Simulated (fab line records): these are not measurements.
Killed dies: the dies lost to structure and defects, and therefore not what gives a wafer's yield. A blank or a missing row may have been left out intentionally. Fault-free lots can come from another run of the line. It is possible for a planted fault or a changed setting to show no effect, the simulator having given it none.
Which tool did it?    flow n5-finfet    Sampling: 9 lots, 27 wafers, 6 of 1938 route steps

WHAT THE GAUGES READ, wafer by wafer
N5_FIN_SAQP_THK_MEAS_05. Usual: thk-nm 37.8 nm, standard deviation 0.5.
lot   measured     on             thk-nm (nm)     flag
L861  day 2 02:59  film-metro-01  37.3 38.4 38.4  
L863  day 2 16:28  film-metro-01  37.4 37.5 37.7  
L865  day 3 02:56  film-metro-02  38.5 38.5 38.7  
L866  day 3 09:39  film-metro-02  38.0 37.9 38.4  
L869  day 4 03:20  film-metro-02  37.7 38.2 38.5  
L876  day 5 21:06  film-metro-02  37.6 38.8 38.8  
L878  day 6 08:50  film-metro-02  37.2 37.8 37.8  
L881  day 7 03:50  film-metro-02  37.7 38.1 37.6  
L883  day 7 17:08  film-metro-01  36.8 37.8 37.8  

N5_FIN_SAQP_THK_MEAS_07. Usual: thk-nm 60.1 nm, standard deviation 0.98.
lot   measured     on             thk-nm (nm)     flag
L861  day 2 03:15  film-metro-01  61.5 60.3 61.6  
L863  day 2 16:44  film-metro-01  58.2 61.2 58.5  
L865  day 3 03:09  film-metro-02  59.8 59.4 59.6  
L866  day 3 09:51  film-metro-02  59.9 59.1 60.2  
L869  day 4 03:37  film-metro-01  59.2 60.7 60.6  
L876  day 5 21:19  film-metro-02  58.6 59.9 59.8  
L878  day 6 09:07  film-metro-02  58.9 59.9 59.0  
L881  day 7 04:02  film-metro-01  60.9 62.4 61.8  
L883  day 7 17:21  film-metro-02  61.0 61.9 61.2  

N5_FIN_SAQP_CD_MEAS_27 targets a cd of 20 nm. Usual: cd-nm 20.35 nm, standard deviation 0.24.
lot   measured     on         cd-nm (nm)         flag
L861  day 2 05:49  cd-sem-03  20.39 20.52 19.80  
L863  day 2 19:16  cd-sem-02  20.16 19.84 19.97  
L865  day 3 05:37  cd-sem-02  20.44 20.49 20.40  
L866  day 3 12:31  cd-sem-01  17.14 20.48 20.46  OFF
L869  day 4 06:08  cd-sem-01  19.93 20.25 17.37  OFF
L876  day 6 01:33  cd-sem-01  20.75 20.52 20.44  
L878  day 6 13:00  cd-sem-01  20.43 20.09 20.04  
L881  day 7 07:24  cd-sem-01  20.03 20.21 20.49  
L883  day 7 20:50  cd-sem-01  20.33 20.51 20.46  

N5_BEOL_M4_RC_MEAS_101. Usual: DIBL_N 35.4 mV/V, standard deviation 2.1; DIBL_P 34.8 mV/V, standard deviation 2.6; IOFF_N 0.15 nA/um, standard deviation 0.037; IOFF_P 0.19 nA/um, standard deviation 0.037; ION_N 677 uA/um, standard deviation 16; ION_P 462 uA/um, standard deviation 9.3; SS_N 71.4 mV/dec, standard deviation 0.75; SS_P 72.9 mV/dec, standard deviation 0.77; VT_N 250 mV, standard deviation 3.7; VT_P -251 mV, standard deviation 3.5.
lot   measured      on         DIBL_N (mV/V)   DIBL_P (mV/V)   IOFF_N (nA/um)  IOFF_P (nA/um)  ION_N (uA/um)  ION_P (uA/um)  SS_N (mV/dec)   SS_P (mV/dec)   VT_N (mV)    VT_P (mV)       flag
L861  day 8 15:54   prober-02  34.8 35.0 33.1  32.0 32.7 30.1  0.13 0.14 0.11  0.19 0.20 0.17  679 682 672    472 478 470    70.9 71.0 70.0  72.6 72.5 72.6  250 249 253  -248 -250 -251  
L863  day 9 06:27   prober-02  34.7 31.1 35.3  35.4 31.0 35.7  0.15 0.09 0.14  0.18 0.13 0.19  697 665 679    463 461 464    70.7 70.3 71.1  72.6 71.1 72.5  249 256 249  -256 -256 -252  
L865  day 9 12:27   prober-02  35.6 33.2 32.8  35.9 32.4 32.0  0.15 0.11 0.11  0.20 0.14 0.15  677 669 647    461 459 454    71.1 70.3 71.4  73.5 71.7 72.9  253 255 253  -249 -254 -253  
L866  day 9 10:58   prober-01  34.8 37.2 34.0  33.8 36.0 32.3  0.13 0.16 0.12  0.16 0.18 0.13  664 678 660    456 457 448    71.1 71.7 70.9  73.1 73.2 71.5  251 248 255  -257 -253 -257  
L869  day 10 14:34  prober-01  34.5 36.8 36.8  34.6 37.8 36.9  0.13 0.15 0.16  0.17 0.20 0.19  684 669 668    464 453 457    71.4 71.6 71.8  72.2 73.7 73.4  252 251 249  -252 -255 -253  
L876  day 12 14:50  prober-01  37.6 35.6 38.4  37.1 36.4 37.6  0.17 0.13 0.22  0.22 0.20 0.24  678 662 669    467 464 460    71.9 71.2 72.4  73.8 72.4 73.7  248 254 249  -246 -250 -248  
L878  day 12 19:44  prober-01  33.2 36.7 34.9  32.4 37.0 35.9  0.11 0.16 0.14  0.15 0.20 0.20  670 692 669    451 469 463    70.2 71.6 70.1  72.3 73.0 73.3  255 251 251  -254 -251 -251  
L881  day 13 15:49  prober-01  40.6 38.2 36.6  40.7 37.9 36.7  0.28 0.23 0.18  0.31 0.25 0.22  709 708 702    480 479 478    73.2 72.2 72.0  74.6 73.6 73.9  241 244 246  -246 -245 -247  
L883  day 14 14:02  prober-02  38.0 36.1 36.0  40.0 37.1 36.9  0.22 0.18 0.17  0.26 0.23 0.21  710 701 689    477 476 467    72.6 71.7 71.4  73.7 73.3 73.6  242 247 246  -247 -250 -250  

WHICH TOOL RAN EACH LOT (tool, then ch and the chambers of the sampled wafers, then the start)
lot   N5_FIN_SAQP_ETCH_52                N5_FIN_SAQP_SPACER1_ALD_24
L861  rie-diel-01 ch 1,2,3, day 2 03:48  ald-sin-03 ch 2,3, day 2 04:49
L863  rie-diel-03 ch 2,3, day 2 17:17    ald-sin-03 ch 0,1, day 2 18:21
L865  rie-diel-01 ch 0,2, day 3 03:42    ald-sin-01 ch 0,1,3, day 3 04:41
L866  rie-diel-03 ch 0,2, day 3 10:32    ald-sin-01 ch 0,1,2, day 3 11:36
L869  rie-diel-01 ch 0,2,3, day 4 04:10  ald-sin-01 ch 0,1,3, day 4 05:11
L876  rie-diel-03 ch 0,1,2, day 5 21:59  ald-sin-04 ch 0,3, day 6 00:38
L878  rie-diel-01 ch 0,1,2, day 6 09:42  ald-sin-03 ch 0,3, day 6 12:04
L881  rie-diel-01 ch 0,3, day 7 05:00    ald-sin-01 ch 0,2, day 7 06:23
L883  rie-diel-03 ch 0,2, day 7 18:35    ald-sin-01 ch 0,2,3, day 7 19:55
- N5_FIN_SAQP_ETCH_52: etches SOC in N2/H2, target depth 100 nm, overetch 20 nm, time 150 s.
- N5_FIN_SAQP_SPACER1_ALD_24: deposits SiO2, target thk 20.3 nm, pulse time 1 s, purge time 2 s.

WHAT THE TOOLS THEMSELVES READ (means of the sampled wafers that have a number; where no wafer has one, the mark that the record gives instead)
N5_FIN_SAQP_ETCH_52. Usual: drypump-motor-current-A 5.7 A, standard deviation 0.33; oes-product-au 0.69 a.u., standard deviation 0.073; rf-vpp-V 523.9 V, standard deviation 2.7; showerhead-plenum-p-Torr 2.53 Torr, standard deviation 0.091; temp-c 40.00 C, standard deviation 0.11; throttle-valve-pct 17.8 %, standard deviation 0.32.
lot   tool         drypump-motor-current-A (A)  oes-product-au (a.u.)  rf-vpp-V (V)  showerhead-plenum-p-Torr (Torr)  temp-c (C)  throttle-valve-pct (%)  flag
L861  rie-diel-01  5.7                          0.68                   525.0         2.57                             40.11       17.8                    
L863  rie-diel-03  5.7                          0.74                   522.5         2.51                             39.91       17.7                    
L865  rie-diel-01  6.2                          0.67                   525.7         2.59                             40.03       17.9                    
L866  rie-diel-03  5.7                          0.68                   523.0         2.51                             39.97       17.9                    
L869  rie-diel-01  5.8                          0.66                   524.0         2.52                             40.09       17.9                    
L876  rie-diel-03  5.5                          0.66                   522.6         2.49                             40.09       17.9                    
L878  rie-diel-01  6.1                          0.69                   526.0         2.60                             39.89       17.8                    
L881  rie-diel-01  5.5                          0.63                   521.4         2.44                             40.03       17.9                    
L883  rie-diel-03  5.6                          0.66                   523.1         2.50                             39.99       18.0                    

N5_FIN_SAQP_SPACER1_ALD_24. Usual: chamber-pressure-Torr 2.000 Torr, standard deviation 0.0042; heater-power-w 458 W, standard deviation 28; precursor-pulse-height-rel 0.999, standard deviation 0.02.
lot   tool        chamber-pressure-Torr (Torr)  heater-power-w (W)  precursor-pulse-height-rel  flag
L861  ald-sin-03  2.001                         484                 1.017                       
L863  ald-sin-03  2.003                         413                 0.986                       
L865  ald-sin-01  1.998                         464                 0.996                       
L866  ald-sin-01  1.998                         461                 0.975                       
L869  ald-sin-01  1.999                         461                 0.978                       
L876  ald-sin-04  2.002                         467                 1.005                       
L878  ald-sin-03  1.997                         429                 1.004                       
L881  ald-sin-01  2.003                         459                 0.989                       
L883  ald-sin-01  2.000                         455                 1.013                       

THE ANSWER, worked out from the rows above alone
Rule: a lot counts as off when the mean over its wafers that have a number is more than 3 standard deviations away from the usual mean. A lot without any number at a reading at which 4 lots or more have one is off too. All remaining lots with rows at the step are treated as sound. First the gauges in route order, then the tools' own readings, where a lot's mean is used as printed above. At the first step where some lot is off, the reading lying furthest off is the one used; lots without a number count as furthest.
Off: L866, L869, at N5_FIN_SAQP_CD_MEAS_27 (cd-nm).
If a tool, at a process step before that reading, ran all the lots that are off and no sound lot after the first of them, it fits. Gauges at N5_FIN_SAQP_CD_MEAS_27: tried the same way as those tools. No candidate that was tried fits.

WHAT THE SIMULATOR HAD PUT IN
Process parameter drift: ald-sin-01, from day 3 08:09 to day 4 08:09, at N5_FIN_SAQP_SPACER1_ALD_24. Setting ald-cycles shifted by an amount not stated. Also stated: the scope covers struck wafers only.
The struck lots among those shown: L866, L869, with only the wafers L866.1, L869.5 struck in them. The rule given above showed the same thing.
